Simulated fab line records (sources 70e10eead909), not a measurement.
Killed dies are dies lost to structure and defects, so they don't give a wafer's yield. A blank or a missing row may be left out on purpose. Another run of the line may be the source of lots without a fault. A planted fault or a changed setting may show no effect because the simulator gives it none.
What tool caused it? + flow nandHarc + 40 wafers from 14 lots sampled at 6 of the route's 1159 steps

== WHAT THE GAUGES SHOWED, per wafer ==
NHARC_A_ZERO_WELL_CD_MEAS_10: target cd 2000 nm.
| lot  | measured     | on       | cdNm (nm)            |
|------|--------------|----------|----------------------|
| L112 | day 7 00:52  | cdSem-02 | 1998.7 1997.6 2002.6 |
| L111 | day 7 03:01  | cdSem-01 | 1999.2 1998.4 1999.0 |
| L113 | day 7 10:31  | cdSem-01 | 2000.5 2000.5 2004.5 |
| L115 | day 7 14:23  | cdSem-03 | 1999.7 1997.3 1996.1 |
| L120 | day 8 22:32  | cdSem-03 | 1997.7 1996.5 1999.2 |
| L124 | day 9 19:46  | cdSem-01 | 1996.7 1998.2 1999.5 |
| L123 | day 9 20:49  | cdSem-01 | 1999.0 1999.4        |
| L122 | day 9 21:31  | cdSem-02 | 1999.6 2000.9        |
| L127 | day 10 15:02 | cdSem-01 | 2000.5 2003.6 2004.0 |
| L129 | day 11 11:30 | cdSem-01 | 2004.9 2003.3 2004.7 |
| L131 | day 11 12:14 | cdSem-02 | 2003.4 2000.7 2000.9 |
| L132 | day 11 20:49 | cdSem-02 | 1997.0 2001.2 1997.8 |
| L133 | day 11 21:06 | cdSem-02 | 2000.9 1999.5 2001.9 |
| L134 | day 12 03:31 | cdSem-01 | 2004.3 2001.3 2004.4 |

NHARC_A_SOURCE_PLATE_THK_MEAS_06: measures by ellipsometry.
| lot  | measured     | on           | thkNm (nm)        |
|------|--------------|--------------|-------------------|
| L112 | day 7 23:55  | filmMetro-01 | 197.7 196.9 200.7 |
| L111 | day 7 23:55  | filmMetro-02 | 194.1 195.3 196.9 |
| L113 | day 8 09:12  | filmMetro-02 | 200.8 201.7 200.3 |
| L115 | day 8 09:12  | filmMetro-01 | 199.3 199.7 199.0 |
| L120 | day 9 23:02  | filmMetro-01 | 200.6 201.7 202.4 |
| L124 | day 10 15:26 | filmMetro-02 | 200.4 198.7 196.9 |
| L123 | day 10 15:26 | filmMetro-01 | 202.7 202.2       |
| L122 | day 10 19:32 | filmMetro-01 | 198.6 198.9       |
| L127 | day 11 13:26 | filmMetro-01 | 201.1 201.3 200.1 |
| L129 | day 12 07:50 | filmMetro-01 | 201.8 203.3 203.6 |
| L131 | day 12 07:49 | filmMetro-02 | 205.0 202.1 203.6 |
| L132 | day 12 18:54 | filmMetro-01 | 202.2 203.1 205.8 |
| L133 | day 12 18:54 | filmMetro-02 | 203.2 201.2 199.1 |
| L134 | day 13 03:58 | filmMetro-01 | 197.6 198.6 199.3 |

NHARC_A_ONON_D1_THK_MEAS_30: measures by ellipsometry.
| lot  | measured     | on           | thkNm (nm)     |
|------|--------------|--------------|----------------|
| L112 | day 8 15:11  | filmMetro-02 | 1003 1004 1003 |
| L111 | day 8 14:55  | filmMetro-02 | 995 993 993    |
| L113 | day 8 21:31  | filmMetro-01 | 1015 1016 1017 |
| L115 | day 8 21:31  | filmMetro-01 | 1011 1010 1012 |
| L120 | day 10 11:22 | filmMetro-01 | 1019 1015 1346 |
| L124 | day 11 05:16 | filmMetro-01 | 1020 1019 1019 |
| L123 | day 11 05:29 | filmMetro-01 | 1342 1344      |
| L122 | day 11 08:32 | filmMetro-01 | 995 1323       |
| L127 | day 12 02:01 | filmMetro-02 | 1004 1004 1006 |
| L129 | day 12 20:28 | filmMetro-01 | 990 991 991    |
| L131 | day 12 20:15 | filmMetro-01 | 1000 1002 999  |
| L132 | day 13 07:11 | filmMetro-02 | 990 992 990    |
| L133 | day 13 07:17 | filmMetro-01 | 1010 1009 1010 |
| L134 | day 13 16:21 | filmMetro-02 | 997 997 995    |

NHARC_A_ONON_D1_INSPECT_32.
| lot  | measured     | on               | rawDefectCount |
|------|--------------|------------------|----------------|
| L112 | day 8 15:45  | defectInspect-02 | 71 61 62       |
| L111 | day 8 15:27  | defectInspect-02 | 56 57 61       |
| L113 | day 8 22:03  | defectInspect-01 | 63 47 72       |
| L115 | day 8 22:02  | defectInspect-02 | 45 66 93       |
| L120 | day 10 11:53 | defectInspect-02 | 83 114 79      |
| L124 | day 11 05:48 | defectInspect-01 | 82 39 80       |
| L123 | day 11 06:02 | defectInspect-01 | 90 91          |
| L122 | day 11 09:14 | defectInspect-01 | 87 75          |
| L127 | day 12 02:34 | defectInspect-02 | 73 52 79       |
| L129 | day 12 21:01 | defectInspect-01 | 41 66 74       |
| L131 | day 12 20:47 | defectInspect-02 | 85 67 119      |
| L132 | day 13 07:44 | defectInspect-02 | 72 64 67       |
| L133 | day 13 08:17 | defectInspect-01 | 61 92 56       |
| L134 | day 13 16:53 | defectInspect-01 | 166 99 79      |

NHARC_END_SORT_01.
| lot  | measured     | on        | killedAtArray | killedAtOther | killedAtPeriphery | killedDies | killedOpen | killedShort |
|------|--------------|-----------|---------------|---------------|-------------------|------------|------------|-------------|
| L113 | day 20 09:53 | prober-02 | 20 26 31      | 0 0 0         | 2 0 2             | 22 26 33   | 7 4 3      | 1 0 2       |
| L115 | day 19 16:44 | prober-02 | 30 18 18      | 0 0 0         | 3 3 2             | 33 21 20   | 2 4 3      | 1 2 2       |
| L120 | day 21 20:13 | prober-02 | 20 12 17      | 0 1 0         | 4 4 1             | 24 17 18   | 1 3 3      | 0 1 0       |
| L124 | day 22 02:39 | prober-01 | 31 16 31      | 0 1 1         | 11 4 7            | 42 21 39   | 5 4 3      | 3 1 4       |
| L134 | day 24 22:04 | prober-01 | 46 49 39      | 0 0 0         | 1 3 6             | 47 52 45   | 2 6 5      | 1 3 3       |

== TOOL THAT RAN EACH LOT (tool first, then ch and the chambers of the sampled wafers, then the start) ==
| lot  | NHARC_A_ONON_D1_DEP_28          |
|------|---------------------------------|
| L112 | pecvdOnon-03 ch 0, day 8 14:41  |
| L111 | pecvdOnon-02 ch 0, day 8 14:28  |
| L113 | pecvdOnon-04 ch 0, day 8 21:04  |
| L115 | pecvdOnon-02 ch 0, day 8 21:00  |
| L120 | pecvdOnon-03 ch 0, day 10 10:51 |
| L124 | pecvdOnon-02 ch 0, day 11 04:45 |
| L123 | pecvdOnon-03 ch 0, day 11 05:12 |
| L122 | pecvdOnon-03 ch 0, day 11 08:08 |
| L127 | pecvdOnon-02 ch 0, day 12 01:31 |
| L129 | pecvdOnon-04 ch 0, day 12 19:57 |
| L131 | pecvdOnon-02 ch 0, day 12 19:44 |
| L132 | pecvdOnon-04 ch 0, day 13 06:51 |
| L133 | pecvdOnon-02 ch 0, day 13 06:46 |
| L134 | pecvdOnon-03 ch 0, day 13 15:50 |
- NHARC_A_ONON_D1_DEP_28: target thk 1000 nm.

== WHAT THE TOOLS THEMSELVES READ (means of the sampled wafers that have a number; where no wafer has one, the mark that the record gives instead) ==
NHARC_A_ONON_D1_DEP_28.
| lot  | tool         | n2FlowSccm (sccm) | nh3FlowSccm (sccm) |
|------|--------------|-------------------|--------------------|
| L112 | pecvdOnon-03 | 2754              | 499.5              |
| L111 | pecvdOnon-02 | 2751              | 500.5              |
| L113 | pecvdOnon-04 | 2758              | 499.7              |
| L115 | pecvdOnon-02 | 2752              | 502.0              |
| L120 | pecvdOnon-03 | 2737              | 498.8              |
| L124 | pecvdOnon-02 | 2743              | 500.6              |
| L123 | pecvdOnon-03 | 2746              | 501.4              |
| L122 | pecvdOnon-03 | 2762              | 500.7              |
| L127 | pecvdOnon-02 | 2747              | 500.1              |
| L129 | pecvdOnon-04 | 2746              | 499.2              |
| L131 | pecvdOnon-02 | 2747              | 500.4              |
| L132 | pecvdOnon-04 | 2740              | 500.4              |
| L133 | pecvdOnon-02 | 2751              | 499.8              |
| L134 | pecvdOnon-03 | 2754              | 499.4              |

== THE ANSWER, worked out from the rows above alone ==
Rule: the usual values come from the lots themselves. Put in order of their means at a reading, lots are off if they are a third of the lots or fewer, leave a main group of 4 or more, and stand apart from it by a gap of 3 or more times the standard deviation of the main group's means; of several such gaps the widest counts. If all means in a main group match to the digits the tables above print for the reading, that group is not used. Also off: a lot with no number at a reading for which 4 or more lots have one. All remaining lots with rows at the step are treated as sound. Order of review: gauges by route order, followed by the tools' own readings, for which a lot's mean as printed above is used. At the first step where some lot is off, the reading lying furthest off is the one used; lots without a number count as furthest.
Off at NHARC_A_ONON_D1_THK_MEAS_30 (thkNm): L120, L123, L122. The main group has a mean of 1003 nm with a standard deviation of 9.5.
A tool fits if, at a process step before that reading, it ran every lot that is off, and no sound lot after the first of them. Those tools and the gauges at NHARC_A_ONON_D1_THK_MEAS_30 are tried in the same way. None of those tried fits.

== WHAT HAD BEEN PUT IN BY THE SIMULATOR ==
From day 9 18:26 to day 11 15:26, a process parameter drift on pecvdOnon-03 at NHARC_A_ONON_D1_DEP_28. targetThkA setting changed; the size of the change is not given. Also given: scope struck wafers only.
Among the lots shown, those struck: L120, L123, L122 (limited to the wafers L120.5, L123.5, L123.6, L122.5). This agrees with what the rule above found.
